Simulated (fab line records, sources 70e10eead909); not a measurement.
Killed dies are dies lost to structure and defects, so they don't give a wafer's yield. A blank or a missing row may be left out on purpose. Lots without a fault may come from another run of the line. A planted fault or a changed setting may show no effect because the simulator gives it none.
Chamber matching | flow nand_harc | NHARC_A_DECK1_JOINT_ETCHBACK_00 on rie_si-01: 4 sister chambers
The step etches the open film in HBr, target depth 30 nm, time 17.4 s. 14 wafers are shown with their chamber, then 7 later ones without.

WAFERS WITH THEIR CHAMBER
wafer  | chamber | drypump_motor_current_A (A) | he_backside_leak_sccm (sccm) | oes_product_au (a.u.)
L128.1 | 3       | 5.8                         | 2.83                         | 1.004
L128.4 | 1       | 6.2                         | 2.63                         | 1.007
L128.5 | 3       | 5.8                         | 2.81                         | 1.001
L129.2 | 3       | 5.8                         | 2.99                         | 1.013
L129.4 | 1       | 6.3                         | 2.65                         | 0.999
L129.6 | 0       | 5.5                         | 2.30                         | 0.981
L132.3 | 1       | 6.2                         | 2.67                         | 0.999
L132.5 | 1       | 6.2                         | 2.61                         | 1.002
L132.6 | 2       | 6.5                         | 2.42                         | 1.002
L136.1 | 0       | 5.5                         | 2.23                         | 0.996
L136.2 | 2       | 6.5                         | 2.49                         | 1.007
L136.5 | 1       | 6.2                         | 2.72                         | 1.005
L139.1 | 1       | 6.2                         | 2.72                         | 1.003
L139.3 | 3       | 5.8                         | 2.84                         | 0.991

SIGNATURES (means of the wafers above)
reading                 | chamber 0 | chamber 1 | chamber 2 | chamber 3 | scatter within a chamber
drypump_motor_current_A | 5.500     | 6.217     | 6.500     | 5.800     | 0.0289
he_backside_leak_sccm   | 2.2650    | 2.6667    | 2.4550    | 2.8675    | 0.0599
oes_product_au          | 0.98850   | 1.00250   | 1.00450   | 1.00225   | 0.00651
Rule: a wafer's distance from a chamber is the root of the sum, over the readings, of the square of ((its reading less the chamber's mean) divided by the reading's scatter). The wafer belongs to the nearest chamber; if the next one is less than 2 further off, it can't be placed. The scatter: the root of (the sum of the squares of (reading less its chamber's mean) over the shown wafers, divided by (wafers less chambers)).

WAFERS WITHOUT THEIR CHAMBER
wafer  | drypump_motor_current_A (A) | he_backside_leak_sccm (sccm) | oes_product_au (a.u.)
L139.4 | 6.5                         | 2.52                         | 1.005
L140.2 | 5.5                         | 2.24                         | 1.009
L140.3 | 6.2                         | 2.52                         | 1.014
L140.5 | 5.8                         | 2.75                         | 0.992
L149.1 | 6.2                         | 2.72                         | 1.011
L149.3 | 6.6                         | 2.49                         | 1.002
L149.4 | 5.5                         | 2.24                         | 1.003

WHICH CHAMBER EACH WENT THROUGH
wafer  | from the rows above | in truth
L139.4 | 2                   | 2
L140.2 | 0                   | 0
L140.3 | 1                   | 1
L140.5 | 3                   | 3
L149.1 | 1                   | 1
L149.3 | 2                   | 2
L149.4 | 0                   | 0
Placed correctly: 7 of 7. Can't be placed from these rows: 0. Placed wrongly: 0.
